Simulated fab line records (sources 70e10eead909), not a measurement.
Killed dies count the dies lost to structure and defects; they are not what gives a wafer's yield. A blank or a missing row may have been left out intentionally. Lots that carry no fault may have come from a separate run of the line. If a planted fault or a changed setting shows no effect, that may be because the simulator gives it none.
A lot that was struck, set against a sound lot    flow nand_harc    14 steps out of a route of 1302
Sound: these wafers, L532.3, L532.4, L532.6. Wafers struck: L541.1, L541.3, L541.5. The cause is named last.
Each step with rows lists, per side, the tool, then ch with its chambers, then its first start. Under that, the readings that differ: sound wafers    struck wafers    difference of the means    sigmas: that difference in standard deviations of wafers without a fault.
alike: a reading whose means differ by less than 2 such deviations, as well as words and numbers matching on both sides. not compared: withheld readings; readings where some wafer has no value; bounds like >300 that might hide an equal value; numbers whose values overlap and for which the record gives no deviation.
Wherever a step has rows on one side only, a row that says differs or no value, or a row with sigmas, the two part there. Non-overlapping numbers with no deviation appear without sigmas and do not part them. A reading that every wafer of one side lacks parts them only if that side has two wafers or more.

first, 9 steps without rows for these wafers: NHARC_A_STAIRCASE_DEHYDRATE_176 (time 120 s); NHARC_A_STAIRCASE_HMDS_177 (time 30 s); NHARC_A_STAIRCASE_COAT_178; NHARC_A_STAIRCASE_SOFTBAKE_179 (time 170 s); NHARC_A_STAIRCASE_EBR_180; NHARC_A_STAIRCASE_EXPOSE_181 (exposes mask STAIR 2); NHARC_A_STAIRCASE_PEB_182 (peb time 130 s); NHARC_A_STAIRCASE_DEVELOP_183 (time 140 s); NHARC_A_STAIRCASE_HARDBAKE_185 (time 140 s).
NHARC_A_STAIRCASE_DESCUM_186: chemistry O2, time 3 s.
  sound on rie_diel-04 ch 0,1, day 15 17:56; struck on rie_diel-07 ch 0,2, day 19 00:10
  alike: drypump_motor_current_A, o2_flow_sccm, oes_product_au, rf_vpp_V, showerhead_plenum_p_Torr, throttle_valve_pct
  not compared: rf_hours_counter_h
NHARC_A_STAIRCASE_TRIM_187: chemistry O2, time 211.2 s.
  sound on rie_diel-04 ch 0,1,3, day 15 18:02; struck on rie_diel-07 ch 1,2, day 19 00:16
reading                sound              struck             difference  sigmas
oes_product_au (a.u.)  1.006 1.016 1.011  0.988 0.982 0.982  -0.027      -2
  alike: drypump_motor_current_A, o2_flow_sccm, rf_vpp_V, showerhead_plenum_p_Torr, throttle_valve_pct
  not compared: rf_hours_counter_h
NHARC_A_STAIRCASE_ETCH_188: etches the open film in C4F8/O2, target depth 100 nm, time 40.5 s.
  sound on rie_diel-04 ch 0,3, day 15 18:10; struck on rie_diel-07 ch 0,1,2, day 19 00:28
reading                sound              struck             difference  sigmas
oes_product_au (a.u.)  0.950 0.946 0.953  1.136 1.152 1.128  +0.189      +15
rf_fwd_power_W (W)     592.1 591.3 592.6  832.9 830.1 828.4  +238.5      +95
  alike: rf_vpp_V
  not compared: rf_hours_counter_h
NHARC_A_STAIRCASE_TRIM_189: chemistry O2, time 211.2 s.
  sound on rie_diel-04 ch 2,3; struck on rie_diel-07 ch 0,1,2
reading                sound              struck             difference  sigmas
oes_product_au (a.u.)  1.023 1.005 1.015  0.968 0.985 0.985  -0.035      -3
  alike: drypump_motor_current_A, o2_flow_sccm, rf_vpp_V, showerhead_plenum_p_Torr, throttle_valve_pct
  not compared: rf_hours_counter_h
-- the record jumps here: 8 days lie between the struck wafers' starts before and after (it left off in module A_STAIRCASE and takes up again in module END, whose first step shown is number 1302 of the route) --
NHARC_END_SORT_01:
  the record has rows for the struck wafers here (prober-02 ch 0, day 27 11:13) and none for the sound ones

== WHERE THEY PART ==
At NHARC_A_STAIRCASE_TRIM_187 first; at NHARC_END_SORT_01 last (within this record only).

WHY: the cause the simulator had injected
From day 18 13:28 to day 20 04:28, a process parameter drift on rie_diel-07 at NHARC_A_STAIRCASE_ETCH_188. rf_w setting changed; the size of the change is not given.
